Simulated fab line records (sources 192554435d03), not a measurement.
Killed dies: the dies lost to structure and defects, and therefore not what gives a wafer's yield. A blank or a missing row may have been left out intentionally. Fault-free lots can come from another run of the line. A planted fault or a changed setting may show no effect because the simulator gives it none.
fab line records	flow n5Finfet
[record] lots = 7	wafers = 21
route steps=1938 shown WELL_APT@25 PMOS_HMC_CHANNEL_EPI@63 SPACER0@260 SD_EPI_N@267 ILD0@338
startH: hours from the record's first day to the start of the lot's first wafer shown	waitH: hours from the lot's prior step to this one	" same as the row above	L1.1+2: one row covering several wafers at once	- no value present, or no start provided	* or withheld: withheld	< > ~ a bound
route shown NAME@n: NAME is a module with steps in the file, n the number in the route of the first one	usual: mean and standard deviation over wafers with no fault	same: alike in all rows	chamber/n: place in a boat	sites: each site's reading	_std_site: how widely they spread, as a standard deviation	_edge_site: outer sites' mean less inner sites'	radiusMm: for every site, how far away it sits from the centre of the wafer	mask NAME#n: copy n	behind: the most recent tool/chamber to have shaped the wafer	hold: the reason the lot was held/the length of the hold in hours/how it ended	device: whichever transistor did not switch (one of n, p or np)	end of line: tests run on the same wafers once the route is complete	a step without rows: its recipe alone	killed: dies lost to structure and defects at the first sort, not the wafer's yield	map: a wafer's dies, marking killed ones x, the rest . and places with no die _
set.NAME: the setting as run; set.NAME@STEP: as run at that earlier step	model.NAME: the simulator's own value behind a step, which no gauge read
lots whose settings were changed on purpose; a table a step, a row a wafer
[[steps]]
[step N5_WELL_APT_PEB_06]
[recipe] pebTempC = 130	pebTimeS = 90
lot.wafer	tool	chamber	startH	waitH	set.pebTempC
L080.1+4+5	lithoTrack-05	0	49.47	0.1	130
L083.1	lithoTrack-05	0	67.44	0.1	133.5
L083.4+5	"	0	"	"	130
L085.3+5+6	lithoTrack-02	0	79.57	0.0	130
L087.1+2+6	lithoTrack-02	0	91.71	0.1	130
L088.1+2	lithoTrack-05	0	97.69	0.1	131.8
L088.6	"	0	"	"	130
L095.1+3	lithoTrack-02	0	139.44	0.1	130
L095.4	"	0	"	"	131
L096.3+5	lithoTrack-02	0	147.57	0.0	130
L096.6	"	0	"	"	126.3
[step N5_WELL_APT_DEVELOP_07]
[recipe] developTimeS = 45	rinseLiquid = surfactantRinse	dry = airSpin	devTempC = 21
lot.wafer	tool	chamber	startH	waitH	set.developTimeS
L080.1+4+5	lithoTrack-05	0	-	-	45
L083.1+4+5	lithoTrack-05	0	-	-	45
L085.3+5	lithoTrack-02	0	-	-	54.59
L085.6	"	0	"	"	45
L087.1+6	lithoTrack-02	0	-	-	36.22
L087.2	"	0	"	"	45
L088.1+6	lithoTrack-05	0	-	-	45
L088.2	"	0	"	"	53.8
L095.1+4	lithoTrack-02	0	-	-	45
L095.3	"	0	"	"	38.63
L096.3	lithoTrack-02	0	-	-	36.56
L096.5+6	"	0	"	"	45
[step N5_WELL_APT_HARDBAKE_12]
[recipe] tempC = 130	timeS = 120
[step N5_WELL_APT_CD_MEAS_08]
[recipe] targetCdNm = 200	landingEnergyEv = 500	detector = seInlens
[usual] cdNm = 200.6/1.6
lot.wafer	tool	chamber	startH	waitH	set.pebTempC@WELL_APT_PEB_06	cdNm
L080.1	cdSem-01	0	49.58	-	130	200.7
L080.4	"	0	"	"	130	201.0
L080.5	"	0	"	"	130	199.2
L083.1	cdSem-03	0	67.56	-	133.5	211.9
L083.4	"	0	"	"	130	199.7
L083.5	"	0	"	"	130	198.6
L085.3	cdSem-01	0	79.68	-	130	201.8
L085.5	"	0	"	"	130	202.6
L085.6	"	0	"	"	130	201.8
L087.1	cdSem-03	0	91.83	-	130	200.7
L087.2	"	0	"	"	130	200.8
L087.6	"	0	"	"	130	201.8
L088.1	cdSem-02	0	97.81	-	131.8	211.5
L088.2	"	0	"	"	131.8	208.5
L088.6	"	0	"	"	130	203.4
L095.1	cdSem-01	0	139.56	-	130	201.9
L095.3	"	0	"	"	130	198.8
L095.4	"	0	"	"	131	205.0
L096.3	cdSem-01	0	147.69	-	130	200.8
L096.5	"	0	"	"	130	202.7
L096.6	"	0	"	"	126.3	182.2
[step N5_WELL_APT_DESCUM_13]
[recipe] chemistry = O2	timeS = 7.9	sourcePowerW = 50	biasPowerW = 20	pressureMtorr = 20	rfFrequencyHz = 2.712e+07	tempC = 40	o2FlowSccm = 225
lot.wafer	tool	chamber	startH	waitH	set.pebTempC@WELL_APT_PEB_06	model.WELL_APT.cdNm
L080.1+4	rieDiel-03	0,2	49.67	0.0	130	200.4
L080.5	"	0	"	"	130	199.1
L083.1	rieDiel-06	3	67.64	0.0	133.5	211.8
L083.4	"	1	"	"	130	199.7
L083.5	"	2	"	"	130	198.3
L085.3	rieDiel-01	0	79.77	0.0	130	202.3
L085.5	"	0	"	"	130	202.8
L085.6	"	3	"	"	130	201.7
L087.1	rieDiel-01	3	91.92	0.0	130	200.4
L087.2	"	1	"	"	130	201
L087.6	"	3	"	"	130	201.6
L088.1	rieDiel-06	2	97.98	0.1	131.8	211.2
L088.2	"	0	"	"	131.8	208.7
L088.6	"	3	"	"	130	203
L095.1	rieDiel-01	0	139.64	0.0	130	202.1
L095.3	"	2	"	"	130	198.2
L095.4	"	3	"	"	131	204.9
L096.3	rieDiel-06	3	147.79	0.0	130	200.7
L096.5	"	0	"	"	130	202.5
L096.6	"	1	"	"	126.3	182
[step N5_PMOS_HMC_CHANNEL_EPI_PEB_07]
[recipe] pebTempC = 110	pebTimeS = 60	resist = CAR-ArF-block
lot.wafer	tool	chamber	startH	waitH	set.pebTempC
L080.1+4+5	lithoTrack-02	0	52.93	0.1	110
L083.1+5	lithoTrack-02	0	71.13	0.1	106.5
L083.4	"	0	"	"	110
L085.3+5+6	lithoTrack-04	0	83.29	0.0	110
L087.1	lithoTrack-02	0	95.33	0.1	106.6
L087.2+6	"	0	"	"	110
L088.1+2	lithoTrack-02	0	101.61	0.1	110
L088.6	"	0	"	"	107.8
L095.1+4	lithoTrack-01	0	143.39	0.1	112.6
L095.3	"	0	"	"	110
L096.3	lithoTrack-02	0	150.93	0.0	110
L096.5+6	"	0	"	"	113.7
[step N5_PMOS_HMC_CHANNEL_EPI_DEVELOP_08]
[recipe] developTimeS = 30	developer = TMAH	resist = CAR-ArF-block	devTempC = 23	rinseLiquid = diw	dry = airSpin
[step N5_PMOS_HMC_CHANNEL_EPI_CD_MEAS_09]
[recipe] targetCdNm = 237.4	landingEnergyEv = 500	detector = seInlens
[usual] cdNm = 237.5/1.2
lot.wafer	tool	chamber	startH	waitH	set.pebTempC@PMOS_HMC_CHANNEL_EPI_PEB_07	cdNm
L080.1	cdSem-01	0	52.99	-	110	238.0
L080.4	"	0	"	"	110	237.6
L080.5	"	0	"	"	110	236.2
L083.1	cdSem-02	0	71.20	-	106.5	225.5
L083.4	"	0	"	"	110	237.2
L083.5	"	0	"	"	106.5	224.5
L085.3	cdSem-03	0	83.36	-	110	236.0
L085.5	"	0	"	"	110	237.7
L085.6	"	0	"	"	110	237.2
L087.1	cdSem-02	0	95.39	-	106.6	224.8
L087.2	"	0	"	"	110	235.3
L087.6	"	0	"	"	110	234.7
L088.1	cdSem-03	0	101.68	-	110	237.9
L088.2	"	0	"	"	110	235.4
L088.6	"	0	"	"	107.8	231.5
L095.1	cdSem-02	0	143.46	-	112.6	243.8
L095.3	"	0	"	"	110	237.0
L095.4	"	0	"	"	112.6	245.4
L096.3	cdSem-02	0	151.00	-	110	236.1
L096.5	"	0	"	"	113.7	245.8
L096.6	"	0	"	"	113.7	247.0
[step N5_PMOS_HMC_CHANNEL_EPI_DESCUM_14]
[recipe] chemistry = O2	timeS = 7.9	sourcePowerW = 50	biasPowerW = 20	pressureMtorr = 20	rfFrequencyHz = 2.712e+07	tempC = 40	resist = CAR-ArF-block	o2FlowSccm = 225
lot.wafer	tool	chamber	startH	waitH	set.pebTempC@PMOS_HMC_CHANNEL_EPI_PEB_07	model.PMOS_HMC_CHANNEL_EPI.cdNm
L080.1	rieDiel-05	1	53.08	0.0	110	237.9
L080.4	"	3	"	"	110	237.7
L080.5	"	0	"	"	110	236.4
L083.1	rieDiel-05	1	71.39	0.1	106.5	225.5
L083.4	"	3	"	"	110	237.1
L083.5	"	0	"	"	106.5	224.5
L085.3	rieDiel-05	0	83.45	0.0	110	236.1
L085.5	"	0	"	"	110	237.9
L085.6	"	3	"	"	110	237.1
L087.1	rieDiel-02	1	95.48	0.0	106.6	224.6
L087.2	"	0	"	"	110	235.5
L087.6	"	0	"	"	110	234.3
L088.1	rieDiel-05	3	101.77	0.0	110	237.7
L088.2	"	0	"	"	110	236
L088.6	"	1	"	"	107.8	231.5
L095.1	rieDiel-04	0	143.55	0.0	112.6	244
L095.3	"	1	"	"	110	237.3
L095.4	"	3	"	"	112.6	245.5
L096.3	rieDiel-04	2	151.08	0.0	110	236
L096.5	"	2	"	"	113.7	245.8
L096.6	"	1	"	"	113.7	246.8
[step N5_PMOS_HMC_CHANNEL_EPI_ETCH_32]
[recipe] chemistry = N2/H2	target = BARC	stopOn = SiO2	targetDepthA = 858	overEtchFrac = 0.3	timeS = 50.3	ionEnergyEv = 200	maskMaterial = CAR-ArF-block	pressureMtorr = 30	sourceW = 840	biasW = 150	n2FlowSccm = 200	h2FlowSccm = 200
[usual] rfVppV = 523.7/2.4
lot.wafer	tool	chamber	startH	waitH	set.biasW	set.pebTempC@PMOS_HMC_CHANNEL_EPI_PEB_07	rfVppV	model.PMOS_HMC_CHANNEL_EPI.cdNm
L080.1	rieDiel-05	1	53.12	0.0	150	110	526.8	240.7
L080.4	"	3	"	"	150	110	519.0	239.5
L080.5	"	0	"	"	150	110	525.1	239.3
L083.1	rieDiel-05	1	71.43	0.0	150	106.5	523.7	228.8
L083.4	"	3	"	"	167.8	110	558.1	238.7
L083.5	"	0	"	"	150	106.5	523.8	227.6
L085.3	rieDiel-05	0	83.48	0.0	150	110	523.5	238.8
L085.5	"	0	"	"	171.3	110	570.5	240.7
L085.6	"	3	"	"	150	110	520.3	238.4
L087.1	rieDiel-02	1	95.52	0.0	150	106.6	524.9	227.2
L087.2	"	0	"	"	130.9	110	476.5	239
L087.6	"	0	"	"	130.9	110	476.4	237.5
L088.1	rieDiel-05	3	101.80	0.0	150	110	520.6	238.7
L088.2	"	0	"	"	156.8	110	538.5	238.4
L088.6	"	1	"	"	156.8	107.8	539.1	234.4
L095.1	rieDiel-04	0	143.59	0.0	150	112.6	522.1	246
L095.3	"	1	"	"	150	110	526.8	239.2
L095.4	"	3	"	"	150	112.6	521.5	248
L096.3	rieDiel-04	2	151.12	0.0	150	110	523.0	237.9
L096.5	"	2	"	"	150	113.7	522.1	248
L096.6	"	1	"	"	129.9	113.7	480.4	249.2
[step N5_SPACER0_ALD_08]
[recipe] material = SiNx	targetThkA = 20	tempC = 400	aldPrecursorFamily = SiH2I2	aldCoReactant = N2/H2-plasma	pressureTorr = 2
lot.wafer	tool	chamber	startH	waitH	set.targetThkA
L080.1+4+5	aldSin-03	2,3,3	84.09	0.1	20
L083.1	aldSin-03	2	103.13	0.1	21.69
L083.4+5	"	1,3	"	"	20
L085.3+5	aldSin-03	0	116.78	0.1	22.14
L085.6	"	1	"	"	20
L087.1+6	aldSin-04	3,2	127.08	0.1	20
L087.2	"	2	"	"	21.38
L088.1	aldSin-04	3	131.57	0.1	22.63
L088.2+6	"	1,2	"	"	20
L095.1+3	aldSin-03	3,1	177.17	0.1	18.32
L095.4	"	0	"	"	20
L096.3+5	aldSin-03	1	182.40	0.1	20
L096.6	"	0	"	"	22.47
[step N5_SD_EPI_N_EXPOSE_06]
[recipe] maskId = SD_N_BLK	na = 1.35	sourceShape = conventional	sigmaOuter = 0.8	polarization = unpolarized	targetCdNm = 120	doseMj = 39.75
lot.wafer	tool	chamber	startH	waitH	mask	set.doseMj
L080.1+4+5	arfiScanner-01	0	84.40	-	SD_N_BLK#0	39.75
L083.1	arfiScanner-03	0	103.56	-	SD_N_BLK#0	38.51
L083.4+5	"	0	"	"	SD_N_BLK#0	39.75
L085.3+5	arfiScanner-01	0	117.23	-	SD_N_BLK#0	39.75
L085.6	"	0	"	"	SD_N_BLK#0	42.37
L087.1	arfiScanner-03	0	127.38	-	SD_N_BLK#0	39.75
L087.2+6	"	0	"	"	SD_N_BLK#0	42.55
L088.1+2	arfiScanner-03	0	131.89	-	SD_N_BLK#0	39.75
L088.6	"	0	"	"	SD_N_BLK#0	41.71
L095.1+3+4	arfiScanner-02	0	177.60	-	SD_N_BLK#0	39.75
L096.3	arfiScanner-03	0	182.85	-	SD_N_BLK#0	39.75
L096.5+6	"	0	"	"	SD_N_BLK#0	40.97
[step N5_SD_EPI_N_PEB_07]
[recipe] pebTempC = 110	pebTimeS = 60	resist = CAR-ArF-block
[step N5_SD_EPI_N_DEVELOP_08]
[recipe] developTimeS = 30	developer = TMAH	resist = CAR-ArF-block	devTempC = 23	rinseLiquid = diw	dry = airSpin
[step N5_SD_EPI_N_CD_MEAS_09]
[recipe] targetCdNm = 120	landingEnergyEv = 500	detector = seInlens
[usual] cdNm = 120.0/0.81
lot.wafer	tool	chamber	startH	waitH	set.doseMj@SD_EPI_N_EXPOSE_06	cdNm
L080.1	cdSem-02	0	84.52	-	39.75	119.5
L080.4	"	0	"	"	39.75	119.9
L080.5	"	0	"	"	39.75	120.0
L083.1	cdSem-01	0	103.68	-	38.51	116.8
L083.4	"	0	"	"	39.75	119.1
L083.5	"	0	"	"	39.75	118.9
L085.3	cdSem-02	0	117.34	-	39.75	121.5
L085.5	"	0	"	"	39.75	120.1
L085.6	"	0	"	"	42.37	126.0
L087.1	cdSem-03	0	127.51	-	39.75	119.8
L087.2	"	0	"	"	42.55	123.6
L087.6	"	0	"	"	42.55	123.7
L088.1	cdSem-02	0	132.01	-	39.75	120.3
L088.2	"	0	"	"	39.75	120.9
L088.6	"	0	"	"	41.71	123.4
L095.1	cdSem-03	0	177.72	-	39.75	120.0
L095.3	"	0	"	"	39.75	121.4
L095.4	"	0	"	"	39.75	120.5
L096.3	cdSem-01	0	182.96	-	39.75	120.4
L096.5	"	0	"	"	40.97	121.8
L096.6	"	0	"	"	40.97	122.7
[step N5_SD_EPI_N_DESCUM_14]
[recipe] chemistry = O2	timeS = 7.9	sourcePowerW = 50	biasPowerW = 20	pressureMtorr = 20	rfFrequencyHz = 2.712e+07	tempC = 40	resist = CAR-ArF-block	o2FlowSccm = 225
lot.wafer	tool	chamber	startH	waitH	set.doseMj@SD_EPI_N_EXPOSE_06	model.SD_EPI_N.cdNm
L080.1	rieDiel-01	3	85.03	0.5	39.75	119.4
L080.4	"	0	"	"	39.75	119.8
L080.5	"	1	"	"	39.75	119.6
L083.1	rieDiel-01	1	103.77	0.0	38.51	116.6
L083.4+5	"	0,3	"	"	39.75	119.2
L085.3	rieDiel-06	3	117.49	0.1	39.75	121.2
L085.5	"	2	"	"	39.75	120.4
L085.6	"	3	"	"	42.37	126.2
L087.1	rieDiel-01	3	127.75	0.2	39.75	119.6
L087.2+6	"	1,3	"	"	42.55	123.8
L088.1+2	rieDiel-06	3,0	132.10	0.0	39.75	120.6
L088.6	"	3	"	"	41.71	123.6
L095.1	rieDiel-03	1	178.01	0.2	39.75	119.8
L095.3	"	0	"	"	39.75	120.8
L095.4	"	3	"	"	39.75	120
L096.3	rieDiel-06	0	183.14	0.1	39.75	120.2
L096.5	"	3	"	"	40.97	121.6
L096.6	"	2	"	"	40.97	122.6
[step N5_SD_EPI_N_ETCH_34]
[recipe] chemistry = CF4	target = SiARC	targetDepthA = 455	maskMaterial = CAR-ArF-block	timeS = 75.8	ionEnergyEv = 80	pressureMtorr = 40	sourceW = 545	biasW = 36	Ar_flow_sccm = 100	cf4FlowSccm = 100	ends = cleared
lot.wafer	tool	chamber	startH	waitH	set.doseMj@SD_EPI_N_EXPOSE_06	model.SD_EPI_N.cdNm
L080.1	rieDiel-01	3	85.07	0.0	39.75	119.2
L080.4	"	0	"	"	39.75	119.8
L080.5	"	1	"	"	39.75	119.6
L083.1	rieDiel-01	1	103.81	0.0	38.51	116.4
L083.4	"	0	"	"	39.75	118.8
L083.5	"	3	"	"	39.75	119
L085.3	rieDiel-06	3	117.52	0.0	39.75	121.4
L085.5	"	2	"	"	39.75	120.2
L085.6	"	3	"	"	42.37	126.6
L087.1	rieDiel-01	3	127.78	0.0	39.75	119.4
L087.2+6	"	1,3	"	"	42.55	123.6
L088.1	rieDiel-06	3	132.14	0.0	39.75	120.8
L088.2	"	0	"	"	39.75	120.2
L088.6	"	3	"	"	41.71	123.8
L095.1	rieDiel-03	1	178.04	0.0	39.75	119.8
L095.3	"	0	"	"	39.75	120.8
L095.4	"	3	"	"	39.75	120
L096.3	rieDiel-06	0	183.17	0.0	39.75	120
L096.5	"	3	"	"	40.97	122
L096.6	"	2	"	"	40.97	122.6
[step N5_SD_EPI_N_ETCH_35]
[recipe] chemistry = N2/H2	target = SOC	overetchA = 1080	maskMaterial = SiARC	tempC = 40	ionEnergyEv = 100	sourceW = 3000	biasW = 133	pressureMtorr = 20	timeS = 486	n2FlowSccm = 200	h2FlowSccm = 200
[step N5_SD_EPI_N_STRIP_36]
[recipe] chemistry = N2/H2	tempC = 40	n2FlowSccm = 200	h2FlowSccm = 200	rfFrequencyHz = 6e+07
[step N5_SD_EPI_N_ETCHBACK_44]
[recipe] chemistry = CH3F/O2	mode = anisotropicEtchback	target = SiNx	targetDepthA = 145	stopOn = SiO2	overEtchFrac = 0.3	ionEnergyEv = 120	pressureMtorr = 30	sourceW = 395	biasW = 73	Ar_flow_sccm = 150	CH3F_flow_sccm = 30	O2_flow_sccm = 20
[step N5_SD_EPI_N_ETCH_45]
[recipe] chemistry = CH3F/O2	target = SiOCN	targetDepthA = 60	maskMaterial = SOC	ionEnergyEv = 60	biasW = 29	pressureMtorr = 15	sourceW = 410	Ar_flow_sccm = 150	CH3F_flow_sccm = 30	O2_flow_sccm = 20
lot.wafer	tool	chamber	startH	waitH	set.doseMj@SD_EPI_N_EXPOSE_06	model.SD_EPI_N.cdNm
L080.1	rieDiel-01	3	85.55	0.1	39.75	120.8
L080.4	"	0	"	"	39.75	119.8
L080.5	"	1	"	"	39.75	119.4
L083.1	rieDiel-01	1	104.29	0.1	38.51	116
L083.4	"	0	"	"	39.75	119.2
L083.5	"	3	"	"	39.75	120.4
L085.3+5	rieDiel-06	3,2	118.00	0.1	39.75	121.6
L085.6	"	3	"	"	42.37	127
L087.1	rieDiel-01	3	128.26	0.1	39.75	120
L087.2	"	1	"	"	42.55	122.4
L087.6	"	3	"	"	42.55	123.4
L088.1	rieDiel-06	3	132.62	0.1	39.75	120.8
L088.2	"	0	"	"	39.75	120
L088.6	"	3	"	"	41.71	123.6
L095.1	rieDiel-03	1	178.52	0.1	39.75	120
L095.3	"	0	"	"	39.75	123.2
L095.4	"	3	"	"	39.75	120.4
L096.3	rieDiel-06	0	183.65	0.1	39.75	119.8
L096.5	"	3	"	"	40.97	120.8
L096.6	"	2	"	"	40.97	122.4
[step N5_SD_EPI_N_ETCH_16]
[recipe] chemistry = CHF3/O2	target = SiO2	targetDepthA = 50	maskMaterial = SOC	pressureMtorr = 30	sourceW = 650	biasW = 170	Ar_flow_sccm = 200	CHF3_flow_sccm = 50	O2_flow_sccm = 5	ionEnergyEv = 200
lot.wafer	tool	chamber	startH	waitH	set.doseMj@SD_EPI_N_EXPOSE_06	model.SD_EPI_N.cdNm
L080.1	rieDiel-01	3	85.65	0.1	39.75	120.6
L080.4+5	"	0,1	"	"	39.75	119.6
L083.1	rieDiel-01	1	104.39	0.1	38.51	116
L083.4	"	0	"	"	39.75	119
L083.5	"	3	"	"	39.75	120.4
L085.3	rieDiel-06	3	118.10	0.1	39.75	121.6
L085.5	"	2	"	"	39.75	121.8
L085.6	"	3	"	"	42.37	127
L087.1	rieDiel-01	3	128.36	0.1	39.75	119.8
L087.2	"	1	"	"	42.55	122.4
L087.6	"	3	"	"	42.55	123.4
L088.1	rieDiel-06	3	132.72	0.1	39.75	120.8
L088.2	"	0	"	"	39.75	120
L088.6	"	3	"	"	41.71	123.6
L095.1	rieDiel-03	1	178.62	0.1	39.75	119.8
L095.3	"	0	"	"	39.75	123.2
L095.4	"	3	"	"	39.75	120.2
L096.3	rieDiel-06	0	183.75	0.1	39.75	119.8
L096.5	"	3	"	"	40.97	120.8
L096.6	"	2	"	"	40.97	122.4
[step N5_SD_EPI_N_STRIP_47]
[recipe] chemistry = CHF3/O2	resist = SiARC	rfFrequencyHz = 6e+07
[step N5_SD_EPI_N_SD_RECESS_17]
[recipe] chemistry = HBr/Cl2/O2	targetDepthA = 410	maskMaterial = SOC	timeS = 23.7	btTimeS = 3	pressureMtorr = 10	icpW = 800	biasW = 112	HBr_flow_sccm = 150	Cl2_flow_sccm = 80	O2_flow_sccm = 12
[step N5_SD_EPI_N_PRECLEAN_24]
[recipe] chemistry = O3/DIW	timeS = 60	tempC = 22	o3Ppm = 10
[step N5_SD_EPI_N_SRD_25]
[recipe] timeS = 30	tempC = 23	rinseLiquid = diw	dry = ipaMarangoni
[step N5_SD_EPI_N_PRECLEAN_49]
[recipe] chemistry = NF3:NH3	afsCycles = 1	tempC = 30	timeS = 20	sublimationTempC = 180	sublimationTimeS = 60	pressureTorr = 3	rfPowerW = 30
lot.wafer	tool	chamber	startH	waitH	set.targetThkA@SPACER0_ALD_08	model.SiNx_of_SPACER0_ALD_08.thkNm
L080.1+4+5	remotePlasma-02	1	89.27	0.0	20	1
L083.1	remotePlasma-02	0	108.00	0.0	21.69	1.2
L083.4+5	"	0	"	"	20	1
L085.3	remotePlasma-01	1	121.79	0.1	22.14	1.2
L085.5	"	1	"	"	22.14	1.4
L085.6	"	1	"	"	20	1
L087.1+6	remotePlasma-02	1	131.98	0.0	20	1
L087.2	"	1	"	"	21.38	1.2
L088.1	remotePlasma-02	1	136.34	0.0	22.63	1.4
L088.2+6	"	1	"	"	20	1
L095.1+3	remotePlasma-01	1	181.52	0.0	18.32	1
L095.4	"	1	"	"	20	1
L096.3	remotePlasma-01	0	186.71	0.1	20	1.2
L096.5	"	0	"	"	20	1
L096.6	"	0	"	"	22.47	1.4
[step N5_ILD0_CMP_03]
[recipe] stopOn = SiNx	tOverpolishS = 1.9	postCmpClean = alkalineBrush	downForcePsi = 4.1491	platenRpm = 51.796	padVelocityMS = 1.0306	targetThkNm = 197.38
[usual] timeToEndpointS = 70/3.6
lot.wafer	tool	chamber	startH	waitH	set.downForcePsi	timeToEndpointS
L080.4	cmp-03	3	99.34	0.1	4.1491	67
L080.1	"	0	"	"	4.1491	69
L080.5	"	2	"	"	4.1491	70
L083.1	cmp-01	1	116.91	0.0	4.526	69
L083.4	"	3	"	"	4.1491	73
L083.5	"	1	"	"	4.526	69
L085.3	cmp-01	0	130.48	0.1	4.1491	76
L085.5	"	1	"	"	4.1491	74
L085.6	"	2	"	"	4.1491	76
L087.2	cmp-03	3	142.13	0.0	4.1491	70
L087.1	"	2	"	"	4.1491	73
L087.6	"	3	"	"	4.1491	71
L088.2	cmp-01	1	144.04	0.0	4.1491	75
L088.1	"	3	"	"	4.1491	71
L088.6	"	1	"	"	4.1491	76
L095.4	cmp-03	1	190.32	0.0	3.494	80
L095.1	"	2	"	"	3.494	84
L095.3	"	0	"	"	4.1491	68
L096.3	cmp-01	2	195.41	0.0	4.1491	76
L096.5	"	2	"	"	4.492	70
L096.6	"	3	"	"	4.1491	74
[[key]]
[split] step = N5_WELL_APT_PEB_06	setting = pebTempC	stated = 130	by = wafer
[response] step = N5_WELL_APT_CD_MEAS_08	reading = cdNm	change = +5.75	per = 1%	r = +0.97
[response] step = N5_WELL_APT_DESCUM_13	reading = model.WELL_APT.cdNm	change = +5.8	per = 1%	r = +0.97
[split] step = N5_WELL_APT_DEVELOP_07	setting = developTimeS	stated = 45	by = wafer
response none clear
[split] step = N5_PMOS_HMC_CHANNEL_EPI_PEB_07	setting = pebTempC	stated = 110	by = wafer
[response] step = N5_PMOS_HMC_CHANNEL_EPI_CD_MEAS_09	reading = cdNm	change = +3.29	per = 1%	r = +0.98
[response] step = N5_PMOS_HMC_CHANNEL_EPI_DESCUM_14	reading = model.PMOS_HMC_CHANNEL_EPI.cdNm	change = +3.29	per = 1%	r = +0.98
[response] step = N5_PMOS_HMC_CHANNEL_EPI_ETCH_32	reading = model.PMOS_HMC_CHANNEL_EPI.cdNm	change = +3.21	per = 1%	r = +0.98
[split] step = N5_PMOS_HMC_CHANNEL_EPI_ETCH_32	setting = biasW	stated = 150	by = wafer
[response] step = N5_PMOS_HMC_CHANNEL_EPI_ETCH_32	reading = rfVppV	change = +3.35	per = 1%	r = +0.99
[split] step = N5_SPACER0_ALD_08	setting = targetThkA	stated = 20	by = wafer
[response] step = N5_SD_EPI_N_PRECLEAN_49	reading = model.SiNx_of_SPACER0_ALD_08.thkNm	change = +0.0242	per = 1%	r = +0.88
[split] step = N5_SD_EPI_N_EXPOSE_06	setting = doseMj	stated = 39.75	by = wafer
[response] step = N5_SD_EPI_N_CD_MEAS_09	reading = cdNm	change = +0.638	per = 1%	r = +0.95
[response] step = N5_SD_EPI_N_DESCUM_14	reading = model.SD_EPI_N.cdNm	change = +0.688	per = 1%	r = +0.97
[response] step = N5_SD_EPI_N_ETCH_34	reading = model.SD_EPI_N.cdNm	change = +0.725	per = 1%	r = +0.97
[response] step = N5_SD_EPI_N_ETCH_45	reading = model.SD_EPI_N.cdNm	change = +0.653	per = 1%	r = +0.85
[response] step = N5_SD_EPI_N_ETCH_16	reading = model.SD_EPI_N.cdNm	change = +0.656	per = 1%	r = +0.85
[split] step = N5_ILD0_CMP_03	setting = downForcePsi	stated = 4.1491	by = wafer
[response] step = N5_ILD0_CMP_03	reading = timeToEndpointS	change = *	per = 1%	r = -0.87
